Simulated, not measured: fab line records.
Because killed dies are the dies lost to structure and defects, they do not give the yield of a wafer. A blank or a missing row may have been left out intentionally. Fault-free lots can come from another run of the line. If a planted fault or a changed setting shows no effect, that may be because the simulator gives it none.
A struck lot beside a sound one + flow n5 finfet + 15 out of 1938 route steps
Sound: wafers L856.1, L856.4, L856.5. Struck: wafers L867.2, L867.3, L867.6. Last of all comes the cause.
Per side, at each step with rows, come the tool, then ch with its chambers, and then its first start. Under that, the readings that differ: sound wafers + struck wafers + difference of the means + sigmas: that difference in standard deviations of wafers without a fault.
alike: a reading whose means differ by less than 2 such deviations, as well as words and numbers matching on both sides. not compared: withheld readings; readings where some wafer has no value; bounds like >300 that might hide an equal value; numbers whose values overlap and for which the record gives no deviation.
A row with sigmas, a row that says differs or no value, or rows on one side alone: a step with any of these is where the two part. Non-overlapping numbers with no deviation appear without sigmas and do not part them. Lack of a reading on every wafer of one side parts them only where that side has two or more wafers.

first, 7 steps without rows for these wafers: N5_BEOL_M6_COAT_60 (time 60 s, resist thk 35 nm); N5_BEOL_M6_COAT_05 (resist thk 90 nm); N5_BEOL_M6_EBR_07; N5_BEOL_M6_SOFTBAKE_06 (time 60 s); N5_BEOL_M6_EXPOSE_08 (exposes mask M6); N5_BEOL_M6_PEB_09 (peb time 60 s); N5_BEOL_M6_DEVELOP_10 (develop time 30 s).
N5_BEOL_M6_CD_MEAS_11: target cd 38.5 nm.
  sound on cd sem-02 ch 0, day 9 20:01; struck on cd sem-03 ch 0, day 12 21:38
  alike: cd nm
N5_BEOL_M6_OVL_MEAS_12:
  sound on overlay-01 ch 0, day 9 20:02; struck on overlay-02 ch 0, day 12 21:40
  alike: M6_OVL
N5_BEOL_M6_INSPECT_13: inspects for defects (brightfield).
  sound on defect inspect-01 at day 9 20:04; struck on defect inspect-02 at day 12 21:41
  alike: raw defect count
N5_BEOL_M6_DESCUM_16: chemistry O2, time 7.9 s.
  sound on rie diel-01 ch 2,3, day 9 20:06; struck on rie diel-01 ch 0,1,2, day 12 21:54
  alike: bias power w, drypump motor current A, oes product au, rf vpp V, showerhead plenum p Torr, throttle valve pct
  not compared: rf hours counter h
N5_BEOL_M6_ETCH_61: etches SiARC in CF4, target depth 45.5 nm, time 75.8 s.
  sound on rie diel-01 ch 2,3, day 9 20:08; struck on rie diel-01 ch 0,1,2, day 12 21:56
  alike: bias w, drypump motor current A, etch rf on time s, oes product au, rf vpp V, showerhead plenum p Torr, throttle valve pct
  not compared: rf hours counter h
N5_BEOL_M6_ETCH_62: etches SOC in N2/H2, target depth 110 nm, overetch 22 nm, time 165 s.
  sound on rie diel-01 ch 2,3, day 9 20:11; struck on rie diel-01 ch 0,1,2, day 12 21:59
| reading                                    | sound             | struck            | difference | sigmas |
|--------------------------------------------|-------------------|-------------------|------------|--------|
| bias w (W)                                 | 150.5 149.9 150.1 | 137.1 136.7 137.4 | -13.1      | -32    |
| rf vpp V (V)                               | 523.7 525.6 525.2 | 490.4 494.5 494.6 | -31.7      | -15    |
| model.SiARC_of_BEOL_M6_COAT_60.thk nm (nm) | 28 28.2 28        | 29.4 29 28.8      | +1.0       |        |
  alike: drypump motor current A, oes product au, showerhead plenum p Torr, throttle valve pct
  not compared: rf hours counter h
then, 1 step without rows for these wafers: N5_BEOL_M6_STRIP_68 (strips in N2/H2).
-- record jumps: 3 days separate the struck wafers' starts on either side; left off in module BEOL_M6, taken up again in module PASSIVATION, whose first shown step is the route's number 1936 --
N5_PASSIVATION_PROBE_49:
  sound on prober-01 at day 13 12:43; struck on prober-01 at day 16 08:19
| reading                 | sound       | struck | difference | sigmas |
|-------------------------|-------------|--------|------------|--------|
| killed short            | 37 36 39    | 19     | -18        | -2     |
| sort_bin_5_function (%) | 5.3 5.8 5.6 | 3.7    | -1.9       | -2     |
  alike: defect limited yield, killed_at_M0_to_M3, killed_at_M4_up, killed at contacts, killed at front end, killed at other, killed dies, killed open, sort_bin_6_memory, sort n pass, sort yield pct

== WHERE THEY PART ==
Last at N5_PASSIVATION_PROBE_49 as far as this record goes, first at N5_BEOL_M6_ETCH_62.

WHY: whatever the simulator had introduced
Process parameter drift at N5_BEOL_M6_ETCH_62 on rie diel-01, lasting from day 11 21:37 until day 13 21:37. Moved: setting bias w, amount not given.
